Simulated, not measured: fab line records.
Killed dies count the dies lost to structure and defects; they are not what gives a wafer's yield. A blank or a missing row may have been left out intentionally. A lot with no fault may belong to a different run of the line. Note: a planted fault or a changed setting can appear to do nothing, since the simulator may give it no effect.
fab line records / flow n5Finfet
record: lots: 5 wafers: 15 lastDay: 19
route steps=1938 shown BEOL_M14@1716
lots with no fault: from the same line, run without faults
startH: the number of hours between the record's first day and the start of the first shown wafer of the lot / waitH: time in hours since the lot's previous step / " the same as in the row above / L1.1+2: a row that stands for several wafers / - either no value or no given start / * or withheld: withheld / < > ~ a bound
route shown NAME@n: names a module that has steps shown in the file, with the first one's number in the route / usual: mean/standard deviation of fault-free wafers / same: alike in all rows / chamber/n: place in a boat / sites: readings site by site / _std_site: standard deviation across them / _edge_site: outer sites' mean less inner sites' / radiusMm: how far each site lies from the wafer's centre / mask NAME#n: copy n / behind: the most recent tool/chamber to have shaped the wafer / hold: the reason the lot was held/the length of the hold in hours/how it ended / device: the n, p or np transistor that did not switch / end of line: tests of these same wafers at the route's end / a step given without rows: its recipe and nothing more / killed: not the wafer's yield, but the dies lost to structure and defects at the first sort / map: the dies of a wafer, with x for killed, . for not killed, _ for no die there
set.NAME: the setting the step ran with; set.NAME@STEP: the setting that earlier step ran with / model.NAME: the simulator's own value behind a step, which no gauge read
lots seen at some steps along the route; tables by step, rows by wafer
services: from which hour (startH, from the record's first day; less than 0 if before it) a tool's chamber was out of use, for how many hours, and why
== steps ==
step: N5_BEOL_M14_ILD_DEP_00
recipe: material: SiO2 targetThkA: 11193 tempC: 400 precursor: TEOS/O2 pressureTorr: 6.5 rfW: 900 teosFlowSccm: 161.4 gas: O2 flowSccm: 2650 timeS: 237.4
usual: heaterPowerOuterW: 315/79 heaterPowerW: 557/120 showerheadPlenumPTorr: 8.336/0.022 throttleValvePct: 18.8/0.87
lot.wafer=L080.1 tool=pecvd-02 chamber=0 startH=320.78 waitH=0.0 heaterPowerOuterW=220 heaterPowerW=432 showerheadPlenumPTorr=8.337 throttleValvePct=19.2
lot.wafer=L080.2 tool=pecvd-02 chamber=1 startH=320.78 waitH=0.0 heaterPowerOuterW=344 heaterPowerW=545 showerheadPlenumPTorr=8.361 throttleValvePct=18.2
lot.wafer=L080.6 tool=pecvd-02 chamber=2 startH=320.78 waitH=0.0 heaterPowerOuterW=430 heaterPowerW=703 showerheadPlenumPTorr=8.311 throttleValvePct=17.9
lot.wafer=L085.3 tool=pecvd-01 chamber=1 startH=321.02 waitH=0.0 heaterPowerOuterW=365 heaterPowerW=616 showerheadPlenumPTorr=8.385 throttleValvePct=20.9
lot.wafer=L085.4 tool=pecvd-01 chamber=2 startH=321.02 waitH=0.0 heaterPowerOuterW=398 heaterPowerW=711 showerheadPlenumPTorr=8.344 throttleValvePct=18.5
lot.wafer=L085.5 tool=pecvd-01 chamber=1 startH=321.02 waitH=0.0 heaterPowerOuterW=406 heaterPowerW=668 showerheadPlenumPTorr=8.355 throttleValvePct=21.0
lot.wafer=L091.1 tool=pecvd-02 chamber=2 startH=364.67 waitH=0.0 heaterPowerOuterW=393 heaterPowerW=655 showerheadPlenumPTorr=8.308 throttleValvePct=18.2
lot.wafer=L091.3 tool=pecvd-02 chamber=1 startH=364.67 waitH=0.0 heaterPowerOuterW=285 heaterPowerW=456 showerheadPlenumPTorr=8.362 throttleValvePct=18.0
lot.wafer=L091.6 tool=pecvd-02 chamber=1 startH=364.67 waitH=0.0 heaterPowerOuterW=331 heaterPowerW=518 showerheadPlenumPTorr=8.341 throttleValvePct=18.4
lot.wafer=L094.1 tool=pecvd-02 chamber=0 startH=405.26 waitH=0.0 heaterPowerOuterW=237 heaterPowerW=441 showerheadPlenumPTorr=8.312 throttleValvePct=19.3
lot.wafer=L094.5 tool=pecvd-02 chamber=1 startH=405.26 waitH=0.0 heaterPowerOuterW=258 heaterPowerW=436 showerheadPlenumPTorr=8.350 throttleValvePct=18.3
lot.wafer=L094.6 tool=pecvd-02 chamber=2 startH=405.26 waitH=0.0 heaterPowerOuterW=304 heaterPowerW=551 showerheadPlenumPTorr=8.284 throttleValvePct=18.3
lot.wafer=L096.1 tool=pecvd-02 chamber=0 startH=419.87 waitH=0.0 heaterPowerOuterW=170 heaterPowerW=355 showerheadPlenumPTorr=8.307 throttleValvePct=19.4
lot.wafer=L096.4 tool=pecvd-02 chamber=2 startH=419.87 waitH=0.0 heaterPowerOuterW=399 heaterPowerW=687 showerheadPlenumPTorr=8.307 throttleValvePct=18.6
lot.wafer=L096.6 tool=pecvd-02 chamber=0 startH=419.87 waitH=0.0 heaterPowerOuterW=216 heaterPowerW=417 showerheadPlenumPTorr=8.330 throttleValvePct=19.4
step: N5_BEOL_M14_THK_MEAS_01
recipe: reads: SiO2_of_BEOL_M14_ILD_DEP_00
usual: M14_ILD_THK: 1116/17
lot.wafer=L080.1 tool=filmMetro-02 chamber=- startH=320.97 waitH=0.1 M14_ILD_THK[nm]=1083
lot.wafer=L080.2 tool=filmMetro-02 chamber=- startH=320.97 waitH=0.1 M14_ILD_THK[nm]=1104
lot.wafer=L080.6 tool=filmMetro-02 chamber=- startH=320.97 waitH=0.1 M14_ILD_THK[nm]=1106
lot.wafer=L085.3 tool=filmMetro-02 chamber=- startH=321.21 waitH=0.1 M14_ILD_THK[nm]=1106
lot.wafer=L085.4 tool=filmMetro-02 chamber=- startH=321.21 waitH=0.1 M14_ILD_THK[nm]=1134
lot.wafer=L085.5 tool=filmMetro-02 chamber=- startH=321.21 waitH=0.1 M14_ILD_THK[nm]=1137
lot.wafer=L091.1 tool=filmMetro-01 chamber=- startH=364.86 waitH=0.1 M14_ILD_THK[nm]=1100
lot.wafer=L091.3 tool=filmMetro-01 chamber=- startH=364.86 waitH=0.1 M14_ILD_THK[nm]=1124
lot.wafer=L091.6 tool=filmMetro-01 chamber=- startH=364.86 waitH=0.1 M14_ILD_THK[nm]=1137
lot.wafer=L094.1 tool=filmMetro-01 chamber=- startH=405.46 waitH=0.1 M14_ILD_THK[nm]=1106
lot.wafer=L094.5 tool=filmMetro-01 chamber=- startH=405.46 waitH=0.1 M14_ILD_THK[nm]=1130
lot.wafer=L094.6 tool=filmMetro-01 chamber=- startH=405.46 waitH=0.1 M14_ILD_THK[nm]=1115
lot.wafer=L096.1 tool=filmMetro-02 chamber=- startH=420.06 waitH=0.1 M14_ILD_THK[nm]=1114
lot.wafer=L096.4 tool=filmMetro-02 chamber=- startH=420.06 waitH=0.1 M14_ILD_THK[nm]=1111
lot.wafer=L096.6 tool=filmMetro-02 chamber=- startH=420.06 waitH=0.1 M14_ILD_THK[nm]=1118
step: N5_BEOL_M14_COAT_58
recipe: resist: BARC tempC: 205 timeS: 60 spinRpm: 1500 resistThkNm: 89
lot.wafer=L080.1+2+6 tool=lithoTrack-02 chamber=0 startH=321.00 waitH=0.0
lot.wafer=L085.3+4+5 tool=lithoTrack-02 chamber=0 startH=321.24 waitH=0.0
lot.wafer=L091.1+3+6 tool=lithoTrack-03 chamber=0 startH=364.89 waitH=0.0
lot.wafer=L094.1+5+6 tool=lithoTrack-04 chamber=0 startH=405.49 waitH=0.0
lot.wafer=L096.1+4+6 tool=lithoTrack-04 chamber=0 startH=420.09 waitH=0.0
step: N5_BEOL_M14_COAT_04
recipe: spinRpm: 1704 resistThkNm: 800
lot.wafer=L080.1+2+6 tool=lithoTrack-02 chamber=0 startH=- waitH=-
lot.wafer=L085.3+4+5 tool=lithoTrack-02 chamber=0 startH=- waitH=-
lot.wafer=L091.1+3+6 tool=lithoTrack-03 chamber=0 startH=- waitH=-
lot.wafer=L094.1+5+6 tool=lithoTrack-04 chamber=0 startH=- waitH=-
lot.wafer=L096.1+4+6 tool=lithoTrack-04 chamber=0 startH=- waitH=-
step: N5_BEOL_M14_EBR_06
recipe: solvent: PGMEA ebrWidthMm: 1.5
lot.wafer=L080.1+2+6 tool=lithoTrack-02 chamber=0 startH=- waitH=-
lot.wafer=L085.3+4+5 tool=lithoTrack-02 chamber=0 startH=- waitH=-
lot.wafer=L091.1+3+6 tool=lithoTrack-03 chamber=0 startH=- waitH=-
lot.wafer=L094.1+5+6 tool=lithoTrack-04 chamber=0 startH=- waitH=-
lot.wafer=L096.1+4+6 tool=lithoTrack-04 chamber=0 startH=- waitH=-
step: N5_BEOL_M14_SOFTBAKE_05
recipe: tempC: 130 timeS: 60
lot.wafer=L080.1+2+6 tool=lithoTrack-02 chamber=0 startH=- waitH=-
lot.wafer=L085.3+4+5 tool=lithoTrack-02 chamber=0 startH=- waitH=-
lot.wafer=L091.1+3+6 tool=lithoTrack-03 chamber=0 startH=- waitH=-
lot.wafer=L094.1+5+6 tool=lithoTrack-04 chamber=0 startH=- waitH=-
lot.wafer=L096.1+4+6 tool=lithoTrack-04 chamber=0 startH=- waitH=-
step: N5_BEOL_M14_EXPOSE_07
recipe: maskId: V13 na: 0.8 sourceShape: annular sigmaInner: 0.5 sigmaOuter: 0.8 polarization: unpolarized attpsmPhaseDeg: 180 doseMj: 57
same: sigmaOuter: 0.8
lot.wafer=L080.1+2+6 tool=krfScanner-01 chamber=0 startH=321.23 waitH=- mask=V13#0
lot.wafer=L085.3+4+5 tool=krfScanner-02 chamber=0 startH=321.48 waitH=- mask=V13#0
lot.wafer=L091.1+3+6 tool=krfScanner-02 chamber=0 startH=365.12 waitH=- mask=V13#0
lot.wafer=L094.1+5+6 tool=krfScanner-02 chamber=0 startH=405.72 waitH=- mask=V13#0
lot.wafer=L096.1+4+6 tool=krfScanner-02 chamber=0 startH=420.31 waitH=- mask=V13#0
== services ==
tool=krfScanner-01 chamber=- startH=298.25 hours=18.3 kind=repair
tool=lithoTrack-04 chamber=- startH=308.07 hours=- kind=consumableReplace:filter
tool=krfScanner-01 chamber=- startH=316.56 hours=1.0 kind=pm
tool=krfScanner-02 chamber=0 startH=322.00 hours=- kind=calibration
tool=pecvd-01 chamber=- startH=350.02 hours=2.8 kind=repair
tool=krfScanner-02 chamber=- startH=368.28 hours=1.3 kind=pm
== key ==
fault none
